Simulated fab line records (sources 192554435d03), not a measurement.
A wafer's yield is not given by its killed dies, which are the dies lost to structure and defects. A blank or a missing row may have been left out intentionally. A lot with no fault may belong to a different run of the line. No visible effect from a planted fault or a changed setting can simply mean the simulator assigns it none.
Which of the tools did it? + flow n5_finfet + 72 wafers from 24 lots sampled at 3 of the route's 1938 steps

## WHAT EACH GAUGE READ, for each wafer
N5_BEOL_M5_CD_MEAS_11: the cd target is 27.74 nm.
| lot  | measured     | on        | cd_nm (nm)        |
|------|--------------|-----------|-------------------|
| L074 | day 8 07:25  | cd_sem-01 | 27.94 28.06 28.12 |
| L075 | day 9 02:46  | cd_sem-01 | 27.32 28.00 28.00 |
| L076 | day 9 21:43  | cd_sem-01 | 28.40 27.75 28.93 |
| L077 | day 10 01:03 | cd_sem-03 | 27.79 28.04 27.99 |
| L079 | day 10 01:13 | cd_sem-02 | 27.93 27.82 28.15 |
| L078 | day 10 17:16 | cd_sem-02 | 27.92 28.29 28.51 |
| L080 | day 11 00:34 | cd_sem-02 | 27.85 28.21 27.69 |
| L081 | day 11 00:47 | cd_sem-02 | 28.05 27.89 28.10 |
| L082 | day 11 00:53 | cd_sem-01 | 27.97 28.34 27.82 |
| L083 | day 11 05:05 | cd_sem-01 | 28.34 28.14 28.27 |
| L084 | day 11 10:19 | cd_sem-01 | 27.67 27.67 27.78 |
| L085 | day 11 10:25 | cd_sem-01 | 28.33 27.81 28.21 |
| L087 | day 11 10:59 | cd_sem-01 | 27.72 27.65 27.66 |
| L086 | day 12 03:58 | cd_sem-01 | 27.93 28.34 28.03 |
| L088 | day 12 15:56 | cd_sem-01 | 28.42 28.07 28.29 |
| L089 | day 12 20:00 | cd_sem-01 | 28.03 27.84 27.66 |
| L091 | day 12 20:20 | cd_sem-03 | 27.94 28.02 28.07 |
| L092 | day 13 21:40 | cd_sem-03 | 28.15 27.98 28.01 |
| L094 | day 13 23:26 | cd_sem-02 | 28.89 27.92 28.29 |
| L090 | day 14 08:40 | cd_sem-02 | 27.94 28.04 28.10 |
| L093 | day 14 08:46 | cd_sem-02 | 28.24 28.22 28.13 |
| L095 | day 14 09:02 | cd_sem-03 | 27.73 28.23 27.70 |
| L096 | day 14 17:49 | cd_sem-01 | 27.66 27.81 27.76 |
| L097 | day 15 11:33 | cd_sem-01 | 27.47 27.72 27.89 |

N5_BEOL_M5_OVL_MEAS_29.
| lot  | measured     | on         | V4_OVL (nm)    |
|------|--------------|------------|----------------|
| L074 | day 8 09:02  | overlay-02 | 0.6 0.6 0.1    |
| L075 | day 9 05:01  | overlay-02 | -0.5 -0.8 0.1  |
| L076 | day 9 23:11  | overlay-02 | 0.9 1.7 1.4    |
| L077 | day 10 02:50 | overlay-01 | 1.0 0.0 1.3    |
| L079 | day 10 03:08 | overlay-01 | 1.3 0.7 0.0    |
| L078 | day 10 19:02 | overlay-02 | 0.9 0.1 1.1    |
| L080 | day 11 01:38 | overlay-01 | 1.0 1.6 1.5    |
| L081 | day 11 04:14 | overlay-02 | 0.2 1.2 1.5    |
| L082 | day 11 04:11 | overlay-01 | 0.0 -0.4 0.5   |
| L083 | day 11 09:44 | overlay-02 | 0.3 0.4 -0.7   |
| L084 | day 11 13:05 | overlay-01 | 1.2 0.5 1.1    |
| L085 | day 11 19:38 | overlay-02 | 1.4 1.5 0.9    |
| L087 | day 11 13:16 | overlay-01 | -1.3 -0.1 0.4  |
| L086 | day 12 05:44 | overlay-02 | 1.4 0.0 0.8    |
| L088 | day 12 18:14 | overlay-01 | 0.5 0.2 0.2    |
| L089 | day 13 02:13 | overlay-01 | -0.2 -0.5 1.5  |
| L091 | day 13 02:24 | overlay-01 | 1.2 -0.4 0.4   |
| L092 | day 14 01:43 | overlay-02 | 0.6 0.1 -0.2   |
| L094 | day 14 01:46 | overlay-01 | 0.4 0.3 0.4    |
| L090 | day 14 10:50 | overlay-02 | 1.1 0.3 0.5    |
| L093 | day 14 10:40 | overlay-01 | 0.2 0.0 -0.1   |
| L095 | day 14 11:01 | overlay-01 | -0.4 -1.1 -0.7 |
| L096 | day 14 18:46 | overlay-01 | 1.3 0.9 1.1    |
| L097 | day 15 12:34 | overlay-01 | -0.5 -0.6 -0.1 |

## WHAT TOOL EACH LOT RAN ON (gives the tool, then ch and the chambers of the sampled wafers, and finally the start)
| lot  | N5_BEOL_M4_CO_CAP_55             |
|------|----------------------------------|
| L074 | cvd_co-02 ch 0,1, day 8 03:29    |
| L075 | cvd_co-01 ch 0,2, day 9 00:02    |
| L076 | cvd_co-01 ch 0,2, day 9 18:10    |
| L077 | cvd_co-01 ch 0,1, day 9 21:40    |
| L079 | cvd_co-01 ch 0,1,2, day 9 21:50  |
| L078 | cvd_co-01 ch 0,1,2, day 10 14:27 |
| L080 | cvd_co-02 ch 0,2, day 10 20:32   |
| L081 | cvd_co-02 ch 1,2, day 10 21:00   |
| L082 | cvd_co-01 ch 1,2, day 10 21:46   |
| L083 | cvd_co-02 ch 0,2, day 11 00:21   |
| L084 | cvd_co-01 ch 0,1,2, day 11 04:52 |
| L085 | cvd_co-02 ch 0,2, day 11 05:18   |
| L087 | cvd_co-02 ch 0,1,2, day 11 06:42 |
| L086 | cvd_co-02 ch 1,2, day 12 01:32   |
| L088 | cvd_co-01 ch 1,2, day 12 13:08   |
| L089 | cvd_co-02 ch 1,2, day 12 15:56   |
| L091 | cvd_co-01 ch 0,1,2, day 12 16:44 |
| L092 | cvd_co-01 ch 0,1,2, day 13 17:52 |
| L094 | cvd_co-02 ch 0,1,2, day 13 21:07 |
| L090 | cvd_co-02 ch 0,1,2, day 14 02:57 |
| L093 | cvd_co-01 ch 0,2, day 14 03:07   |
| L095 | cvd_co-02 ch 0,2, day 14 06:08   |
| L096 | cvd_co-01 ch 0,1,2, day 14 12:05 |
| L097 | cvd_co-02 ch 0,1,2, day 15 05:22 |
- N5_BEOL_M4_CO_CAP_55: material Co, precursor CCTBA/H2, target thk 2 nm, time 102.1 s.

## AS READ BY THE TOOLS THEMSELVES (means over the sampled wafers that have a number; for cases with no such wafer, the mark the record gives instead)
N5_BEOL_M4_CO_CAP_55.
| lot  | tool      | heater_power_w (W) |
|------|-----------|--------------------|
| L074 | cvd_co-02 | 221                |
| L075 | cvd_co-01 | 218                |
| L076 | cvd_co-01 | 220                |
| L077 | cvd_co-01 | 242                |
| L079 | cvd_co-01 | 237                |
| L078 | cvd_co-01 | 240                |
| L080 | cvd_co-02 | 220                |
| L081 | cvd_co-02 | 230                |
| L082 | cvd_co-01 | 257                |
| L083 | cvd_co-02 | 222                |
| L084 | cvd_co-01 | 235                |
| L085 | cvd_co-02 | 220                |
| L087 | cvd_co-02 | 225                |
| L086 | cvd_co-02 | 228                |
| L088 | cvd_co-01 | 256                |
| L089 | cvd_co-02 | 229                |
| L091 | cvd_co-01 | 238                |
| L092 | cvd_co-01 | 235                |
| L094 | cvd_co-02 | 223                |
| L090 | cvd_co-02 | 228                |
| L093 | cvd_co-01 | 221                |
| L095 | cvd_co-02 | 220                |
| L096 | cvd_co-01 | 239                |
| L097 | cvd_co-02 | 231                |

## THE ANSWER, worked out from the rows above alone
Rule: what is usual is taken from the lots themselves. Put in order of their means at a reading, lots are off if they are a third of the lots or fewer, leave a main group of 4 or more, and stand apart from it by a gap of 3 or more times the standard deviation of the main group's means; of several such gaps the widest counts. A main group is skipped when, at the precision printed for the reading in the tables above, its means are all equal. Also off: a lot with no number at a reading for which 4 or more lots have one. All remaining lots with rows at the step are treated as sound. Order of review: gauges by route order, followed by the tools' own readings, for which a lot's mean as printed above is used. The first step at which some lot is off is used, and at that step the reading that is off furthest; a lot without a number counts as furthest.
Across all readings shown, no lot is off: no conclusion can be drawn from this.

## WHAT THE SIMULATOR HAD INSERTED
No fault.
